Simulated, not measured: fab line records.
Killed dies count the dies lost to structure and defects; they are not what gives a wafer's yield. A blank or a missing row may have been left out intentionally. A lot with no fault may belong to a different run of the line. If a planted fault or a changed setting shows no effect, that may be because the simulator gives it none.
The tool behind it: which one?	flow nand-harc	23 lots with 69 wafers sampled at 6 steps, on a route of 1302 steps

WHAT THE GAUGES READ, wafer by wafer
Not one reading of a measure or inspect step in the record can be checked against a usual standard deviation.

TOOL THAT RAN EACH LOT (tool first, then ch and the chambers of the sampled wafers, then the start)
lot	NHARC_A_STAIRCASE_DESCUM_186	NHARC_A_STAIRCASE_ETCH_197	NHARC_A_STAIRCASE_TRIM_200	NHARC_A_STAIRCASE_DESCUM_219	NHARC_A_STAIRCASE_TRIM_224	NHARC_A_STAIRCASE_ETCH_230
L074	rie-diel-12 ch 0,3, day 15 16:04	rie-diel-11 ch 0,1, day 15 19:49 or earlier	rie-diel-11 ch 0,2,3, day 15 19:49 or earlier	rie-diel-11 ch 1,2, day 15 19:49	rie-diel-11 ch 1,2, no start	rie-diel-12 ch 1,2, no start
L075	rie-diel-12 ch 0,1, day 16 09:57	rie-diel-11 ch 0,1,3, day 16 14:24 or earlier	rie-diel-11 ch 1,2,3, day 16 14:24 or earlier	rie-diel-12 ch 2,3, day 16 14:24	rie-diel-12 ch 1,2, no start	rie-diel-12 ch 2,3, no start
L077	rie-diel-11 ch 1,2,3, day 17 03:46	rie-diel-11 ch 0,3, day 17 10:53 or earlier	rie-diel-11 ch 0,1,2, day 17 10:53 or earlier	rie-diel-12 ch 1,2,3, day 17 10:53	rie-diel-12 ch 0,2, no start	rie-diel-08 ch 0,2, no start
L076	rie-diel-12 ch 0,1,2, day 17 04:10	rie-diel-12 ch 2,3, day 17 07:55 or earlier	rie-diel-12 ch 1,2,3, day 17 07:55 or earlier	rie-diel-12 ch 1,3, day 17 07:55	rie-diel-12 ch 0,1,3, no start	rie-diel-08 ch 1,2,3, no start
L079	rie-diel-12 ch 0,3, day 17 13:53	rie-diel-12 ch 1,3, day 17 17:40 or earlier	rie-diel-12 ch 0,1,3, day 17 17:40 or earlier	rie-diel-08 ch 2,3, day 17 17:40	rie-diel-08 ch 1,2,3, no start	rie-diel-08 ch 1,2,3, no start
L078	rie-diel-08 ch 0,3, day 17 14:02	rie-diel-12 ch 1,3, day 17 17:56 or earlier	rie-diel-12 ch 0,1,3, day 17 17:56 or earlier	rie-diel-12 ch 1,2,3, day 17 17:56	rie-diel-12 ch 0,2,3, no start	rie-diel-12 ch 0,1, no start
L080	rie-diel-12 ch 0,1,3, day 18 19:13	rie-diel-11 ch 0,1,2, day 19 05:50 or earlier	rie-diel-11 ch 1,2,3, day 19 05:50 or earlier	rie-diel-08 ch 0,1,2, day 19 05:50	rie-diel-08 ch 0,1,2, no start	rie-diel-08 ch 0,2,3, no start
L081	rie-diel-12 ch 0,2,3, day 19 05:28	rie-diel-12 ch 0,2,3, day 19 09:18 or earlier	rie-diel-12 ch 0,2,3, day 19 09:18 or earlier	rie-diel-08 ch 1,2,3, day 19 09:18	rie-diel-08 ch 0,1,3, no start	rie-diel-08 ch 0,1,2, no start
L082	rie-diel-12 ch 0,1, day 19 13:52	rie-diel-12 ch 2,3, day 19 17:48 or earlier	rie-diel-12 ch 1,3, day 19 17:48 or earlier	rie-diel-11 ch 0,1, day 19 17:48	rie-diel-11 ch 1,2,3, no start	rie-diel-08 ch 1,3, no start
L083	rie-diel-11 ch 0,1,3, day 19 23:25	rie-diel-08 ch 2,3, day 20 03:11 or earlier	rie-diel-08 ch 0,2,3, day 20 03:11 or earlier	rie-diel-11 ch 0,1,3, day 20 03:11	rie-diel-11 ch 1,2, no start	rie-diel-08 ch 1,2,3, no start
L085	rie-diel-08 ch 1,2,3, day 20 13:17	rie-diel-08 ch 0,1, day 20 18:18 or earlier	rie-diel-08 ch 0,1,3, day 20 18:18 or earlier	rie-diel-12 ch 1,2,3, day 20 18:18	rie-diel-12 ch 0,2, no start	rie-diel-11 ch 0,3, no start
L086	rie-diel-12 ch 0,3, day 20 23:42	rie-diel-11 ch 0,1,3, day 21 03:42 or earlier	rie-diel-11 ch 1,3, day 21 03:42 or earlier	rie-diel-12 ch 1,2,3, day 21 03:42	rie-diel-12 ch 0,1,2, no start	rie-diel-11 ch 0,1,3, no start
L087	rie-diel-11 ch 1,2, day 21 18:23	rie-diel-12 ch 0,2,3, day 21 22:29 or earlier	rie-diel-12 ch 2,3, day 21 22:29 or earlier	rie-diel-08 ch 0,2, day 21 22:29	rie-diel-08 ch 0,2,3, no start	rie-diel-12 ch 0,3, no start
L088	rie-diel-12 ch 0,2,3, day 21 22:24	rie-diel-12 ch 0,3, day 22 05:10 or earlier	rie-diel-12 ch 0,2,3, day 22 05:10 or earlier	rie-diel-08 ch 2,3, day 22 05:10	rie-diel-08 ch 0,3, no start	rie-diel-12 ch 0,1,2, no start
L090	rie-diel-12 ch 0,2,3, day 21 22:56	rie-diel-12 ch 0,2,3, day 22 05:41 or earlier	rie-diel-12 ch 0,1,3, day 22 05:41 or earlier	rie-diel-11 ch 0,1, day 22 05:41	rie-diel-11 ch 0,2, no start	rie-diel-08 ch 0,2,3, no start
L089	rie-diel-12 ch 0,2,3, day 22 07:11	rie-diel-12 ch 0,1,2, day 22 11:27 or earlier	rie-diel-12 ch 0,1,3, day 22 11:27 or earlier	rie-diel-08 ch 0,2,3, day 22 11:27	rie-diel-08 ch 0,2, no start	rie-diel-12 ch 1,2, no start
L091	rie-diel-12 ch 0,1,3, day 22 13:52	rie-diel-12 ch 0,1,2, day 22 17:34 or earlier	rie-diel-12 ch 1,2, day 22 17:34 or earlier	rie-diel-11 ch 0,1,2, day 22 17:34	rie-diel-11 ch 1,2, no start	rie-diel-12 ch 0,3, no start
L092	rie-diel-12 ch 0,2, day 23 11:11	rie-diel-12 ch 0,1, day 23 15:16 or earlier	rie-diel-12 ch 1,2,3, day 23 15:16 or earlier	rie-diel-11 ch 1,2,3, day 23 15:16	rie-diel-11 ch 0,2,3, no start	rie-diel-08 ch 0,1, no start
L094	rie-diel-12 ch 0,1,2, day 23 19:53	rie-diel-11 ch 0,1,2, day 24 00:23 or earlier	rie-diel-11 ch 0,2,3, day 24 00:23 or earlier	rie-diel-11 ch 0,2,3, day 24 00:23	rie-diel-11 ch 0,1,3, no start	rie-diel-11 ch 0,1,3, no start
L093	rie-diel-11 ch 0,2,3, day 23 20:02	rie-diel-11 ch 0,2,3, day 24 00:26 or earlier	rie-diel-11 ch 0,1,2, day 24 00:26 or earlier	rie-diel-11 ch 1,2,3, day 24 00:26	rie-diel-11 ch 0,2,3, no start	rie-diel-11 ch 1,2,3, no start
L095	rie-diel-12 ch 0,1,2, day 24 18:02	rie-diel-12 ch 0,1,3, day 24 21:43 or earlier	rie-diel-12 ch 1,2,3, day 24 21:43 or earlier	rie-diel-08 ch 0,2,3, day 24 21:43	rie-diel-08 ch 0,1,3, no start	rie-diel-12 ch 1,2,3, no start
L096	rie-diel-12 ch 1,2,3, day 25 07:44	rie-diel-11 ch 0,3, day 25 14:25 or earlier	rie-diel-11 ch 0,1,3, day 25 14:25 or earlier	rie-diel-12 ch 0,2, day 25 14:25	rie-diel-12 ch 0,3, no start	rie-diel-08 ch 0,3, no start
L097	rie-diel-12 ch 0,1,2, day 25 07:47	rie-diel-08 ch 1,2,3, day 25 14:46 or earlier	rie-diel-08 ch 0,2,3, day 25 14:46 or earlier	rie-diel-08 ch 0,1,3, day 25 14:46	rie-diel-08 ch 0,2,3, no start	rie-diel-12 ch 0,1,3, no start
- NHARC_A_STAIRCASE_DESCUM_186: chemistry O2, time 3 s.
- NHARC_A_STAIRCASE_ETCH_197: etches the open film in C4F8/O2, target depth 100 nm, time 40.5 s.
- NHARC_A_STAIRCASE_TRIM_200: chemistry O2, time 211.2 s.
- NHARC_A_STAIRCASE_DESCUM_219: chemistry O2, time 3 s.
- NHARC_A_STAIRCASE_TRIM_224: chemistry O2, time 211.2 s.
- NHARC_A_STAIRCASE_ETCH_230: etches the open film in C4F8/O2, target depth 100 nm, time 40.5 s.

AS READ BY THE TOOLS THEMSELVES (means over the sampled wafers that have a number; for cases with no such wafer, the mark the record gives instead)
NHARC_A_STAIRCASE_DESCUM_186. Usual: drypump-motor-current-A 5.9 A, standard deviation 0.41; oes-product-au 0.999 a.u., standard deviation 0.0078; rf-vpp-V 57.8 V, standard deviation 0.95; showerhead-plenum-p-Torr 1.91 Torr, standard deviation 0.097; throttle-valve-pct 11.311 %, standard deviation 0.0096.
lot	tool	drypump-motor-current-A (A)	oes-product-au (a.u.)	rf-vpp-V (V)	showerhead-plenum-p-Torr (Torr)	throttle-valve-pct (%)	flag
L074	rie-diel-12	5.9	0.987	58.0	1.96	11.308	
L075	rie-diel-12	5.5	0.997	57.8	2.04	11.306	
L077	rie-diel-11	5.7	1.004	56.8	1.85	11.314	
L076	rie-diel-12	5.8	0.996	58.7	1.96	11.305	
L079	rie-diel-12	5.9	1.006	58.1	1.95	11.316	
L078	rie-diel-08	5.2	1.002	58.2	1.98	11.310	
L080	rie-diel-12	5.8	0.991	57.7	1.97	11.312	
L081	rie-diel-12	6.1	0.994	57.8	1.89	11.302	
L082	rie-diel-12	5.6	1.001	57.2	2.01	11.301	
L083	rie-diel-11	5.4	1.010	58.1	1.88	11.311	
L085	rie-diel-08	6.0	0.995	57.6	1.83	11.307	
L086	rie-diel-12	6.1	0.992	57.8	1.91	11.308	
L087	rie-diel-11	6.1	1.014	59.0	2.03	11.314	
L088	rie-diel-12	6.1	1.003	58.1	1.88	11.305	
L090	rie-diel-12	6.1	1.005	57.6	1.88	11.324	
L089	rie-diel-12	6.1	0.997	58.3	1.88	11.313	
L091	rie-diel-12	5.8	0.999	58.2	1.96	11.313	
L092	rie-diel-12	6.1	0.999	57.3	1.86	11.310	
L094	rie-diel-12	5.8	0.996	58.0	1.94	11.306	
L093	rie-diel-11	5.8	0.998	57.4	1.91	11.304	
L095	rie-diel-12	5.8	1.002	58.1	1.94	11.323	
L096	rie-diel-12	6.0	1.003	58.4	1.90	11.303	
L097	rie-diel-12	5.8	0.993	56.9	1.94	11.318	

NHARC_A_STAIRCASE_ETCH_197. Usual: oes-product-au 0.947 a.u., standard deviation 0.018; rf-vpp-V 895 V, standard deviation 6.1.
lot	tool	oes-product-au (a.u.)	rf-vpp-V (V)	flag
L074	rie-diel-11	0.972	897	
L075	rie-diel-11	0.969	895	
L077	rie-diel-11	0.932	891	
L076	rie-diel-12	0.946	893	
L079	rie-diel-12	0.932	901	
L078	rie-diel-12	0.946	900	
L080	rie-diel-11	0.946	893	
L081	rie-diel-12	0.940	895	
L082	rie-diel-12	0.937	892	
L083	rie-diel-08	0.978	890	
L085	rie-diel-08	0.927	892	
L086	rie-diel-11	0.968	893	
L087	rie-diel-12	0.966	893	
L088	rie-diel-12	0.929	895	
L090	rie-diel-12	0.924	894	
L089	rie-diel-12	0.946	898	
L091	rie-diel-12	0.940	898	
L092	rie-diel-12	0.947	903	
L094	rie-diel-11	0.958	898	
L093	rie-diel-11	0.944	895	
L095	rie-diel-12	0.950	899	
L096	rie-diel-11	0.972	892	
L097	rie-diel-08	0.923	896	

NHARC_A_STAIRCASE_TRIM_200. Usual: drypump-motor-current-A 5.8 A, standard deviation 0.44; oes-product-au 1.001 a.u., standard deviation 0.0065; rf-vpp-V 57.7 V, standard deviation 0.91; showerhead-plenum-p-Torr 3.52 Torr, standard deviation 0.17; throttle-valve-pct 17.037 %, standard deviation 0.0092.
lot	tool	drypump-motor-current-A (A)	oes-product-au (a.u.)	rf-vpp-V (V)	showerhead-plenum-p-Torr (Torr)	throttle-valve-pct (%)	flag
L074	rie-diel-11	5.8	1.005	57.2	3.37	17.046	
L075	rie-diel-11	5.7	1.004	57.9	3.42	17.035	
L077	rie-diel-11	5.8	1.000	56.9	3.46	17.035	
L076	rie-diel-12	6.0	0.999	57.2	3.54	17.040	
L079	rie-diel-12	5.8	0.996	57.3	3.63	17.038	
L078	rie-diel-12	5.8	0.992	57.8	3.63	17.047	
L080	rie-diel-11	5.7	1.003	57.9	3.41	17.033	
L081	rie-diel-12	6.1	1.001	57.4	3.48	17.040	
L082	rie-diel-12	5.7	0.993	57.7	3.66	17.031	
L083	rie-diel-08	5.7	1.001	58.3	3.54	17.041	
L085	rie-diel-08	5.5	1.001	56.9	3.46	17.034	
L086	rie-diel-11	5.4	1.006	58.2	3.51	17.035	
L087	rie-diel-12	6.3	1.001	57.4	3.38	17.048	
L088	rie-diel-12	6.1	1.005	57.7	3.48	17.030	
L090	rie-diel-12	5.8	1.001	59.1	3.62	17.035	
L089	rie-diel-12	5.8	1.000	57.1	3.62	17.041	
L091	rie-diel-12	5.7	0.998	57.3	3.63	17.043	
L092	rie-diel-12	6.0	0.989	56.8	3.51	17.036	
L094	rie-diel-11	5.7	1.000	58.4	3.52	17.032	
L093	rie-diel-11	5.8	1.004	57.0	3.61	17.037	
L095	rie-diel-12	6.0	1.003	57.5	3.50	17.040	
L096	rie-diel-11	5.5	1.002	57.2	3.44	17.035	
L097	rie-diel-08	5.7	1.004	58.5	3.51	17.039	

NHARC_A_STAIRCASE_DESCUM_219. Usual: drypump-motor-current-A 5.8 A, standard deviation 0.47; oes-product-au 1.000 a.u., standard deviation 0.0073; rf-vpp-V 57.7 V, standard deviation 0.96; showerhead-plenum-p-Torr 1.91 Torr, standard deviation 0.1; throttle-valve-pct 11.311 %, standard deviation 0.01.
lot	tool	drypump-motor-current-A (A)	oes-product-au (a.u.)	rf-vpp-V (V)	showerhead-plenum-p-Torr (Torr)	throttle-valve-pct (%)	flag
L074	rie-diel-11	6.1	0.998	57.8	1.84	11.308	
L075	rie-diel-12	6.2	1.003	57.8	1.86	11.315	
L077	rie-diel-12	6.0	0.992	57.6	1.92	11.328	
L076	rie-diel-12	6.0	0.993	58.0	1.93	11.314	
L079	rie-diel-08	6.2	1.003	57.9	1.88	11.303	
L078	rie-diel-12	6.0	1.001	57.4	1.92	11.312	
L080	rie-diel-08	5.6	0.998	58.3	1.91	11.315	
L081	rie-diel-08	6.0	0.997	57.3	1.83	11.308	
L082	rie-diel-11	5.5	0.996	57.9	1.91	11.321	
L083	rie-diel-11	5.4	0.998	56.9	1.88	11.310	
L085	rie-diel-12	6.0	0.995	56.9	1.91	11.317	
L086	rie-diel-12	6.0	1.002	57.5	1.91	11.299	
L087	rie-diel-08	5.8	0.999	57.3	1.95	11.317	
L088	rie-diel-08	6.0	1.002	58.3	1.83	11.309	
L090	rie-diel-11	5.5	0.997	57.7	1.90	11.302	
L089	rie-diel-08	5.7	1.000	57.5	1.91	11.307	
L091	rie-diel-11	5.8	1.004	58.4	1.97	11.304	
L092	rie-diel-11	5.7	0.994	57.5	1.94	11.306	
L094	rie-diel-11	5.8	1.002	57.9	1.91	11.313	
L093	rie-diel-11	5.7	1.004	57.6	1.93	11.313	
L095	rie-diel-08	5.7	1.002	58.0	1.91	11.315	
L096	rie-diel-12	5.9	1.001	57.7	1.91	11.305	
L097	rie-diel-08	5.5	0.999	57.5	1.96	11.313	

NHARC_A_STAIRCASE_TRIM_224. Usual: drypump-motor-current-A 5.8 A, standard deviation 0.48; oes-product-au 1.000 a.u., standard deviation 0.0069; rf-vpp-V 57.8 V, standard deviation 0.87; showerhead-plenum-p-Torr 3.54 Torr, standard deviation 0.18; throttle-valve-pct 17.037 %, standard deviation 0.01.
lot	tool	drypump-motor-current-A (A)	oes-product-au (a.u.)	rf-vpp-V (V)	showerhead-plenum-p-Torr (Torr)	throttle-valve-pct (%)	flag
L074	rie-diel-11	6.1	0.998	56.9	3.40	17.039	
L075	rie-diel-12	6.0	1.000	57.5	3.51	17.036	
L077	rie-diel-12	5.9	1.002	58.5	3.56	17.040	
L076	rie-diel-12	5.8	0.999	57.9	3.64	17.033	
L079	rie-diel-08	6.0	1.002	56.6	3.39	17.046	
L078	rie-diel-12	6.1	0.997	58.4	3.49	17.039	
L080	rie-diel-08	5.6	0.995	57.9	3.53	17.041	
L081	rie-diel-08	5.5	1.001	57.6	3.47	17.043	
L082	rie-diel-11	5.7	1.010	57.4	3.59	17.034	
L083	rie-diel-11	5.7	1.005	58.5	3.68	17.034	
L085	rie-diel-12	6.1	0.996	57.4	3.45	17.030	
L086	rie-diel-12	5.8	1.003	57.7	3.59	17.037	
L087	rie-diel-08	5.7	0.999	57.0	3.53	17.033	
L088	rie-diel-08	5.5	1.005	57.7	3.47	17.038	
L090	rie-diel-11	5.8	0.999	58.0	3.57	17.039	
L089	rie-diel-08	5.8	0.998	58.3	3.59	17.027	
L091	rie-diel-11	5.7	1.006	57.3	3.67	17.031	
L092	rie-diel-11	5.8	1.006	57.3	3.52	17.041	
L094	rie-diel-11	5.5	0.996	57.4	3.45	17.039	
L093	rie-diel-11	5.8	1.000	57.6	3.51	17.039	
L095	rie-diel-08	5.5	1.001	58.5	3.62	17.038	
L096	rie-diel-12	5.9	1.000	57.7	3.56	17.041	
L097	rie-diel-08	5.7	0.995	57.6	3.51	17.043	

NHARC_A_STAIRCASE_ETCH_230. Usual: oes-product-au 0.949 a.u., standard deviation 0.019; rf-vpp-V 896 V, standard deviation 6.4.
lot	tool	oes-product-au (a.u.)	rf-vpp-V (V)	flag
L074	rie-diel-12	0.919	895	
L075	rie-diel-12	0.955	891	
L077	rie-diel-08	0.952	902	
L076	rie-diel-08	0.974	892	
L079	rie-diel-08	0.952	891	
L078	rie-diel-12	0.941	902	
L080	rie-diel-08	0.945	897	
L081	rie-diel-08	0.929	896	
L082	rie-diel-08	0.967	889	
L083	rie-diel-08	0.955	890	
L085	rie-diel-11	0.956	890	
L086	rie-diel-11	0.956	894	
L087	rie-diel-12	0.926	898	
L088	rie-diel-12	0.971	897	
L090	rie-diel-08	0.933	895	
L089	rie-diel-12	0.968	895	
L091	rie-diel-12	0.971	898	
L092	rie-diel-08	0.985	898	
L094	rie-diel-11	0.942	894	
L093	rie-diel-11	0.929	898	
L095	rie-diel-12	0.965	895	
L096	rie-diel-08	0.919	893	
L097	rie-diel-12	0.973	898	

THE ANSWER, worked out from the rows above alone
Rule: a lot is off if the mean of its wafers that have a number lies more than 3 standard deviations from the usual mean. Also off: a lot with no number at a reading for which 4 or more lots have one. Where the step has rows for the other lots, those lots are counted as sound. Order of review: gauges by route order, followed by the tools' own readings, for which a lot's mean as printed above is used. At the first step where some lot is off, the reading lying furthest off is the one used; lots without a number count as furthest.
No lot is off on any of the readings shown, so nothing can be concluded from this.

WHAT HAD BEEN PUT IN BY THE SIMULATOR
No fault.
